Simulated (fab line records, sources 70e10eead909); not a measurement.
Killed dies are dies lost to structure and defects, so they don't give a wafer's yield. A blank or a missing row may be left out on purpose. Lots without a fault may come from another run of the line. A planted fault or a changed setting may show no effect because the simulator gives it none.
A struck lot beside a sound one | flow nand_harc | 14 steps out of a route of 1159
Sound: wafers L561.3, L561.4, L561.5. Struck: wafer L574.1. (L574.4, L574.6 of the same lot were not struck and are left out.) The cause comes at the end.
At each step with rows: each side's tool, then ch and its chambers, then its first start. Under that, the readings that differ: sound wafers | struck wafers | difference of the means | sigmas: that difference in standard deviations of wafers without a fault.
alike: readings whose means differ by less than 2 such deviations, and words and numbers that are the same on both sides. not compared: withheld readings, readings that some wafer has no value for, bounds like >300 that may hide the same value, and numbers for which the record gives no deviation and whose values overlap.
The two part at a step that has a row with sigmas, a row that says differs or no value, or rows on one side only. Numbers that don't overlap but have no deviation are shown without sigmas and don't part them. A reading that every wafer of one side lacks parts them only if that side has two wafers or more.

first, 1 step without rows for these wafers: NHARC_A_STAIRCASE_TRIM_12 (chemistry O2, time 211.2 s).
NHARC_A_STAIRCASE_ETCH_13: etches the open film in C4F8/O2, target depth 100 nm, time 40.5 s.
  sound on rie_diel-01 ch 0,1; struck on rie_diel-01 ch 1
  alike: bias_w, oes_product_au, rf_vpp_V
  not compared: rf_hours_counter_h
NHARC_A_STAIRCASE_TRIM_14: chemistry O2, time 211.2 s.
  sound on rie_diel-01 ch 0,1,2; struck on rie_diel-01 ch 0
  alike: drypump_motor_current_A, mfc_ar_sccm, oes_product_au, rf_vpp_V, showerhead_plenum_p_Torr, throttle_valve_pct
  not compared: rf_hours_counter_h
then, 2 steps without rows for these wafers: NHARC_A_STAIRCASE_ETCH_15 (etches the open film in C4F8/O2, target depth 100 nm, time 40.5 s); NHARC_A_STAIRCASE_TRIM_16 (chemistry O2, time 211.2 s).
NHARC_A_STAIRCASE_ETCH_17: etches the open film in C4F8/O2, target depth 100 nm, time 40.5 s.
  sound on rie_diel-01 ch 0,1,2; struck on rie_diel-01 ch 3
  alike: bias_w, oes_product_au, rf_vpp_V
  not compared: rf_hours_counter_h
NHARC_A_STAIRCASE_TRIM_18: chemistry O2, time 211.2 s.
  sound on rie_diel-01 ch 1,2,3; struck on rie_diel-01 ch 3
  reading               | sound             | struck | difference | sigmas
  oes_product_au (a.u.) | 1.001 1.012 0.996 | 0.975  | -0.028     | -2
  alike: drypump_motor_current_A, mfc_ar_sccm, rf_vpp_V, showerhead_plenum_p_Torr, throttle_valve_pct
  not compared: rf_hours_counter_h
then, 4 steps without rows for these wafers: NHARC_A_STAIRCASE_ETCH_19 (etches the open film in C4F8/O2, target depth 100 nm, time 40.5 s); NHARC_A_STAIRCASE_TRIM_20 (chemistry O2, time 211.2 s); NHARC_A_STAIRCASE_ETCH_21 (etches the open film in C4F8/O2, target depth 100 nm, time 40.5 s); NHARC_A_STAIRCASE_TRIM_22 (chemistry O2, time 211.2 s).
NHARC_A_STAIRCASE_ETCH_23: etches the open film in C4F8/O2, target depth 100 nm, time 40.5 s.
  sound on rie_diel-13 ch 0,2,3, day 11 09:47; struck on rie_diel-13 ch 0, day 14 16:38
  reading               | sound             | struck | difference | sigmas
  oes_product_au (a.u.) | 0.951 0.936 0.940 | 0.798  | -0.144     | -8
  alike: bias_w, rf_vpp_V
  not compared: rf_hours_counter_h
NHARC_A_STAIRCASE_TRIM_24: chemistry O2, time 211.2 s.
  sound on rie_diel-13 ch 0,1,3; struck on rie_diel-13 ch 3
  alike: drypump_motor_current_A, mfc_ar_sccm, oes_product_au, rf_vpp_V, showerhead_plenum_p_Torr, throttle_valve_pct
  not compared: rf_hours_counter_h
-- the record jumps here: 8 days lie between the struck wafers' starts before and after (it left off in module A_STAIRCASE and takes up again in module END, whose first step shown is number 1159 of the route) --
NHARC_END_SORT_01:
  the record has rows for the struck wafers here (prober-02 ch 0, day 23 03:17) and none for the sound ones

WHERE THEY PART
First at NHARC_A_STAIRCASE_TRIM_18; last, within this record, at NHARC_END_SORT_01.

WHY: what the simulator had put in
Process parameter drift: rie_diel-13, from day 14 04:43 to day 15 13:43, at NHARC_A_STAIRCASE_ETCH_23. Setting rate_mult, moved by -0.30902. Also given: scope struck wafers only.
